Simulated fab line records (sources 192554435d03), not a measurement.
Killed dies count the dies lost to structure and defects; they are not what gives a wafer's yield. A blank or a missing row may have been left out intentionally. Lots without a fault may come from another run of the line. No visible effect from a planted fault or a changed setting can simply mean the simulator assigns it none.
Check of tool commonality || flow n5 finfet || Lots sampled 9, wafers sampled 27

REASON FOR OPENING
3 of 9 lots carry a flag on the reading M4_THK at N5_BEOL_M4_THK_MEAS_53. Fault-free wafers read 40.2 nm, with a standard deviation of 1.4.
Rule: a lot gets a flag if all its wafers with a number sit over 4 standard deviations from that mean, or if no wafer of it has a number. All remaining lots are regarded as sound.

{"lot": "L244", "measured": "day 8 18:13", "on": "film metro-02", "M4_THK (nm), wafer by wafer": "42.6 39.1 40.3", "flag": ""}
{"lot": "L248", "measured": "day 9 12:32", "on": "film metro-01", "M4_THK (nm), wafer by wafer": "41.9 40.7 39.8", "flag": ""}
{"lot": "L253", "measured": "day 11 01:19", "on": "film metro-01", "M4_THK (nm), wafer by wafer": "300.0 298.0 295.3", "flag": "FLAGGED"}
{"lot": "L254", "measured": "day 11 09:03", "on": "film metro-01", "M4_THK (nm), wafer by wafer": "300.9 294.5 294.2", "flag": "FLAGGED"}
{"lot": "L255", "measured": "day 11 17:30", "on": "film metro-01", "M4_THK (nm), wafer by wafer": "292.6 293.1 294.5", "flag": "FLAGGED"}
{"lot": "L257", "measured": "day 12 12:13", "on": "film metro-01", "M4_THK (nm), wafer by wafer": "40.0 41.2 40.1", "flag": ""}
{"lot": "L262", "measured": "day 13 10:25", "on": "film metro-02", "M4_THK (nm), wafer by wafer": "40.0 40.2 39.9", "flag": ""}
{"lot": "L264", "measured": "day 14 01:53", "on": "film metro-02", "M4_THK (nm), wafer by wafer": "39.1 41.4 42.8", "flag": ""}
{"lot": "L265", "measured": "day 14 02:16", "on": "film metro-01", "M4_THK (nm), wafer by wafer": "39.5 39.7 38.9", "flag": ""}
The numbers of the flagged lots are 295.9 nm on average: +255.7 nm against the usual, or +99 or more standard deviations.

WHICH TOOL RAN EACH LOT
Before the reading, the record contains 4 process steps out of a 1938-step route. Each cell gives the tool, then ch followed by the chambers the sampled wafers passed through, then the start.
{"lot": "L244", "flag": "", "N5_BEOL_M4_ALD_84": "ald metal-03 ch 0,2,3, day 8 14:55", "N5_BEOL_M4_SPUTTER_86": "pvd sputter-01, day 8 16:19", "N5_BEOL_M4_SPUTTER_96": "pvd sputter-01, day 8 17:25", "N5_BEOL_M4_CMP_52": "cmp-02 ch 2,3, day 8 17:55"}
{"lot": "L248", "flag": "", "N5_BEOL_M4_ALD_84": "ald metal-02 ch 0,2, day 9 08:54", "N5_BEOL_M4_SPUTTER_86": "pvd sputter-01, day 9 10:37", "N5_BEOL_M4_SPUTTER_96": "pvd sputter-01, day 9 11:43", "N5_BEOL_M4_CMP_52": "cmp-02 ch 0,3, day 9 12:14"}
{"lot": "L253", "flag": "FLAGGED", "N5_BEOL_M4_ALD_84": "ald metal-02 ch 1,3, day 10 22:04", "N5_BEOL_M4_SPUTTER_86": "pvd sputter-02, day 10 23:26", "N5_BEOL_M4_SPUTTER_96": "pvd sputter-02, day 11 00:32", "N5_BEOL_M4_CMP_52": "cmp-02 ch 0,1,3, day 11 01:01"}
{"lot": "L254", "flag": "FLAGGED", "N5_BEOL_M4_ALD_84": "ald metal-03 ch 0,1, day 11 05:53", "N5_BEOL_M4_SPUTTER_86": "pvd sputter-01, day 11 07:10", "N5_BEOL_M4_SPUTTER_96": "pvd sputter-01, day 11 08:16", "N5_BEOL_M4_CMP_52": "cmp-02 ch 1,2,3, day 11 08:47"}
{"lot": "L255", "flag": "FLAGGED", "N5_BEOL_M4_ALD_84": "ald metal-02 ch 1,2, day 11 14:18", "N5_BEOL_M4_SPUTTER_86": "pvd sputter-03, day 11 15:37", "N5_BEOL_M4_SPUTTER_96": "pvd sputter-03, day 11 16:43", "N5_BEOL_M4_CMP_52": "cmp-02 ch 0,2,3, day 11 17:14"}
{"lot": "L257", "flag": "", "N5_BEOL_M4_ALD_84": "ald metal-04 ch 0,3, day 12 09:08", "N5_BEOL_M4_SPUTTER_86": "pvd sputter-01, day 12 10:19", "N5_BEOL_M4_SPUTTER_96": "pvd sputter-01, day 12 11:25", "N5_BEOL_M4_CMP_52": "cmp-04 ch 0,2,3, day 12 11:59"}
{"lot": "L262", "flag": "", "N5_BEOL_M4_ALD_84": "ald metal-03 ch 0,1,2, day 13 07:11", "N5_BEOL_M4_SPUTTER_86": "pvd sputter-03, day 13 08:32", "N5_BEOL_M4_SPUTTER_96": "pvd sputter-03, day 13 09:38", "N5_BEOL_M4_CMP_52": "cmp-01 ch 0,2,3, day 13 10:10"}
{"lot": "L264", "flag": "", "N5_BEOL_M4_ALD_84": "ald metal-02 ch 0,3, day 13 22:36", "N5_BEOL_M4_SPUTTER_86": "pvd sputter-03, day 13 23:59", "N5_BEOL_M4_SPUTTER_96": "pvd sputter-03, day 14 01:05", "N5_BEOL_M4_CMP_52": "cmp-02 ch 0,1,3, day 14 01:37"}
{"lot": "L265", "flag": "", "N5_BEOL_M4_ALD_84": "ald metal-03 ch 1,3, day 13 22:51", "N5_BEOL_M4_SPUTTER_86": "pvd sputter-01, day 14 00:22", "N5_BEOL_M4_SPUTTER_96": "pvd sputter-01, day 14 01:28", "N5_BEOL_M4_CMP_52": "cmp-01 ch 1,2,3, day 14 02:02"}
What these steps do:
- N5_BEOL_M4_ALD_84: deposits TaN, pulse time 2 s, purge time 3 s, co reactant purge time 2 s.
- N5_BEOL_M4_SPUTTER_86: material Cu, target thk 4.5 nm, time 8.29 s.
- N5_BEOL_M4_SPUTTER_96: material Cu, target thk 4.5 nm, time 8.29 s.
- N5_BEOL_M4_CMP_52: polishes, stops on SiOC, t overpolish 6.8 s, target thk 40 nm.
- N5_BEOL_M4_THK_MEAS_53: measures by xrf.

FLAGGED AGAINST TOTAL, ONE TOOL AT A TIME (gauges that did the reading follow at the end)
{"step": "N5_BEOL_M4_ALD_84", "tool": "ald metal-02", "lots run": 4, "flagged": 2, "share of the flagged lots": "some", "sound lots run after its first flagged lot": "1 (L264)"}
{"step": "N5_BEOL_M4_ALD_84", "tool": "ald metal-03", "lots run": 4, "flagged": 1, "share of the flagged lots": "some", "sound lots run after its first flagged lot": "2 (L262,L265)"}
{"step": "N5_BEOL_M4_ALD_84", "tool": "ald metal-04", "lots run": 1, "flagged": 0, "share of the flagged lots": "none", "sound lots run after its first flagged lot": "-"}
{"step": "N5_BEOL_M4_SPUTTER_86", "tool": "pvd sputter-01", "lots run": 5, "flagged": 1, "share of the flagged lots": "some", "sound lots run after its first flagged lot": "2 (L257,L265)"}
{"step": "N5_BEOL_M4_SPUTTER_86", "tool": "pvd sputter-02", "lots run": 1, "flagged": 1, "share of the flagged lots": "some", "sound lots run after its first flagged lot": 0}
{"step": "N5_BEOL_M4_SPUTTER_86", "tool": "pvd sputter-03", "lots run": 3, "flagged": 1, "share of the flagged lots": "some", "sound lots run after its first flagged lot": "2 (L262,L264)"}
{"step": "N5_BEOL_M4_SPUTTER_96", "tool": "pvd sputter-01", "lots run": 5, "flagged": 1, "share of the flagged lots": "some", "sound lots run after its first flagged lot": "2 (L257,L265)"}
{"step": "N5_BEOL_M4_SPUTTER_96", "tool": "pvd sputter-02", "lots run": 1, "flagged": 1, "share of the flagged lots": "some", "sound lots run after its first flagged lot": 0}
{"step": "N5_BEOL_M4_SPUTTER_96", "tool": "pvd sputter-03", "lots run": 3, "flagged": 1, "share of the flagged lots": "some", "sound lots run after its first flagged lot": "2 (L262,L264)"}
{"step": "N5_BEOL_M4_CMP_52", "tool": "cmp-01", "lots run": 2, "flagged": 0, "share of the flagged lots": "none", "sound lots run after its first flagged lot": "-"}
{"step": "N5_BEOL_M4_CMP_52", "tool": "cmp-02", "lots run": 6, "flagged": 3, "share of the flagged lots": "all", "sound lots run after its first flagged lot": "1 (L264)"}
{"step": "N5_BEOL_M4_CMP_52", "tool": "cmp-04", "lots run": 1, "flagged": 0, "share of the flagged lots": "none", "sound lots run after its first flagged lot": "-"}
{"step": "N5_BEOL_M4_THK_MEAS_53", "tool": "film metro-01", "lots run": 6, "flagged": 3, "share of the flagged lots": "all", "sound lots run after its first flagged lot": "2 (L257,L265)"}
{"step": "N5_BEOL_M4_THK_MEAS_53", "tool": "film metro-02", "lots run": 3, "flagged": 0, "share of the flagged lots": "none", "sound lots run after its first flagged lot": "-"}

WHAT THE TABLE PERMITS
2 rows of the table ran every flagged lot: cmp-02 at N5_BEOL_M4_CMP_52, film metro-01 at N5_BEOL_M4_THK_MEAS_53.
- cmp-02 at N5_BEOL_M4_CMP_52: 3 of its 6 lots flagged. Lots that were sound ran on it after the first flagged one (L264); a persistent fault on the entire tool would not allow that. On the flagged lots its readings are blank where sound lots have values: barrier field endpoint s, clearing platen down force psi, motor current A, overpolish run s and 2 more.
- film metro-01 at N5_BEOL_M4_THK_MEAS_53: 3 of its 6 lots flagged. Lots that were sound ran on it after the first flagged one (L257, L265); a persistent fault on the entire tool would not allow that.
None of the table's rows ran every flagged lot and, after the first, no sound lot.

WHAT WAS PUT IN BY THE SIMULATOR
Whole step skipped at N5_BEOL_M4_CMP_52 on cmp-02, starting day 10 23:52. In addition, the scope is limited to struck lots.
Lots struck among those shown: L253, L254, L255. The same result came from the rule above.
